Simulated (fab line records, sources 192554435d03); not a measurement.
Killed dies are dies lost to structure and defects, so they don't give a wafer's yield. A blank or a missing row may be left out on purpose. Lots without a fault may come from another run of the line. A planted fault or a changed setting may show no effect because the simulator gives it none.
Chamber matching | flow n5_finfet | N5_MOL_CONTACT_COAG_ETCH_91 on rie_diel-06: 4 sister chambers
The step etches SOC in N2/H2, target depth 60 nm, overetch 21 nm, time 101.2 s. 18 wafers are shown with their chamber, then 9 later ones without.

WAFERS WITH THEIR CHAMBER
wafer  | chamber | drypump_motor_current_A (A) | showerhead_plenum_p_Torr (Torr) | throttle_valve_pct (%)
L082.1 | 2       | 5.4                         | 2.46                            | 17.62
L082.3 | 1       | 4.9                         | 2.42                            | 17.83
L082.5 | 3       | 6.6                         | 2.58                            | 18.03
L083.1 | 1       | 4.9                         | 2.42                            | 17.85
L083.3 | 0       | 6.2                         | 2.48                            | 17.75
L083.4 | 3       | 6.6                         | 2.58                            | 18.06
L084.2 | 0       | 6.2                         | 2.48                            | 17.74
L084.4 | 1       | 4.9                         | 2.42                            | 17.84
L084.6 | 0       | 6.2                         | 2.48                            | 17.74
L087.3 | 3       | 6.6                         | 2.58                            | 18.06
L087.4 | 1       | 4.9                         | 2.42                            | 17.84
L087.5 | 3       | 6.6                         | 2.58                            | 18.06
L088.2 | 3       | 6.6                         | 2.58                            | 18.08
L088.4 | 2       | 5.5                         | 2.45                            | 17.66
L088.5 | 1       | 4.9                         | 2.42                            | 17.83
L089.2 | 2       | 5.4                         | 2.45                            | 17.65
L089.3 | 1       | 4.8                         | 2.42                            | 17.85
L089.5 | 3       | 6.6                         | 2.57                            | 18.07

SIGNATURES (means of the wafers above)
reading                  | chamber 0 | chamber 1 | chamber 2 | chamber 3 | scatter within a chamber
drypump_motor_current_A  | 6.200     | 4.883     | 5.433     | 6.600     | 0.0327
showerhead_plenum_p_Torr | 2.4800    | 2.4200    | 2.4533    | 2.5783    | 0.00327
throttle_valve_pct       | 17.7433   | 17.8400   | 17.6433   | 18.0600   | 0.014
Rule: a wafer's distance from a chamber is the root of the sum, over the readings, of the square of ((its reading less the chamber's mean) divided by the reading's scatter). The wafer belongs to the nearest chamber; if the next one is less than 2 further off, it can't be placed. The scatter: the root of (the sum of the squares of (reading less its chamber's mean) over the shown wafers, divided by (wafers less chambers)).

WAFERS WITHOUT THEIR CHAMBER
wafer  | drypump_motor_current_A (A) | showerhead_plenum_p_Torr (Torr) | throttle_valve_pct (%)
L091.1 | 5.4                         | 2.45                            | 17.67
L091.2 | 6.6                         | 2.57                            | 18.07
L091.3 | 4.9                         | 2.42                            | 17.86
L093.2 | 5.4                         | 2.45                            | 17.68
L093.3 | 6.6                         | 2.57                            | 18.08
L093.4 | 4.8                         | 2.41                            | 17.87
L095.2 | 4.9                         | 2.41                            | 17.86
L095.3 | 5.4                         | 2.45                            | 17.70
L095.4 | 5.5                         | 2.45                            | 17.70

WHICH CHAMBER EACH WENT THROUGH
wafer  | from the rows above | in truth
L091.1 | 2                   | 2
L091.2 | 3                   | 3
L091.3 | 1                   | 1
L093.2 | 2                   | 2
L093.3 | 3                   | 3
L093.4 | 1                   | 1
L095.2 | 1                   | 1
L095.3 | 2                   | 2
L095.4 | 2                   | 2
Placed correctly: 9 of 9. Can't be placed from these rows: 0. Placed wrongly: 0.
